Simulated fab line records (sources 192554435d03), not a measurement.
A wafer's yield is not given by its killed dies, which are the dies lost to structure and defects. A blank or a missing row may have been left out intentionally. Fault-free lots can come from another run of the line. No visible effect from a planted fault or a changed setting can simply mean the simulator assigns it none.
8D (eight disciplines) problem report, filled in by code | flow n5Finfet | the parts of the form that need people (team, actions taken, sign-off) are left out

## 1. THE ISSUE
Mean of biasW at N5_MIM_TOP_ETCH_ETCH_00: 139.0 W across 3 wafers in 2 lots; on wafers with no fault it is 126.0 W (standard deviation 0.39). That is +33 standard deviations from the usual mean.
The step: etches TiN in Cl2/BCl3, target depth 38.5 nm.
Seen first at day 15 06:40 on rieMetal-02, wafer L140.1. At this step, 27 wafers from 9 lots have a number in the record. By rule, "out" or "out of limits" means more than 4 standard deviations away from the usual mean. The rest of the wafers with a number are treated as sound.

## 2. WHAT THIS IS AND IS NOT
question                    | is                     | is not
which readings at this step | biasW                  | drypumpMotorCurrentA, heBacksideLeakSccm, oesProductAu, throttleValvePct
which lots                  | L140, L143             | L130, L131, L133, L134, L146, L149, L150
which wafers of those lots  | L140.1, L143.1, L143.6 | L140.2, L140.6, L143.2
read on which tools         | rieMetal-02            | rieMetal-01, rieMetal-03
when                        | from day 15 06:40      | up to then (14 sound wafers); but 10 sound wafers of L143, L146, L149, L150 came after

## 3. SUSPECTS, AND WHAT RULES EACH OUT
Counting: a tool at a process step up to the reading stays a suspect if it ran every lot that is out. Sound lots after the first of them don't rule it out here, since some wafers of a struck lot are sound.
- pvdSputter-02 at N5_BEOL_M15_DEGAS_41 (time 60 s): kept. Every lot that is out went through it, the first being L140 (day 14 23:41); the last sound lot it ran before that was L134 (day 13 07:55).
- aldHk-03 at N5_MIM_TOP_ALD_00 (deposits Al2O3, purge time 3 s, co reactant pulse time 3 s): kept. Every lot that is out went through it, the first being L140 (day 15 04:36); the last sound lot it ran before that was L134 (day 13 11:17).
- rieMetal-02 at N5_MIM_TOP_ETCH_ETCH_00 (etches TiN in Cl2/BCl3, target depth 38.5 nm): kept. Every lot that is out went through it, the first being L140 (day 15 06:40); the last sound lot it ran before that was L133 (day 13 08:50). Its own readings are out on those wafers: biasW.
- At N5_MIM_TOP_ETCH_ETCH_00 on rieMetal-02, chamber 1 took the sound wafers of the same lots and chamber 0 took the wafers that are out.
pvdSputter-02 at N5_BEOL_M15_DEGAS_41, aldHk-03 at N5_MIM_TOP_ALD_00 and rieMetal-02 at N5_MIM_TOP_ETCH_ETCH_00 are what is left after counting.

## 4. THE CAUSE (what the simulator had put in)
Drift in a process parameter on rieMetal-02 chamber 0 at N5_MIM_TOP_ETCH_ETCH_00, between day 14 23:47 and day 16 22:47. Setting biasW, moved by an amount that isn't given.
3 suspects survive the count, and this tool is in that group.

## 5. SEQUENCE OF EFFECTS, ordered by route
Each row: a reading where the mean over the struck wafers with a number is more than 3 standard deviations away from the usual. Scope: only readings with a usual standard deviation given in the record; hours: median across lots of the time from each lot's start at the first step in this table that gives one to its start at this step; sigmas: change in usual standard deviations.
hours | step                    | reading | usual   | on struck wafers | change | sigmas
0     | N5_MIM_TOP_ETCH_ETCH_00 | biasW   | 126.0 W | 139.0            | +13.0  | +33
It contains these process steps:
- N5_MIM_TOP_ETCH_ETCH_00: etches TiN in Cl2/BCl3, target depth 38.5 nm.

## 6. HOW IT WOULD HAVE BEEN CAUGHT EARLIER
The fault began at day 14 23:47; the first out-of-limits reading in this record came at day 15 06:40, 7 hours later.
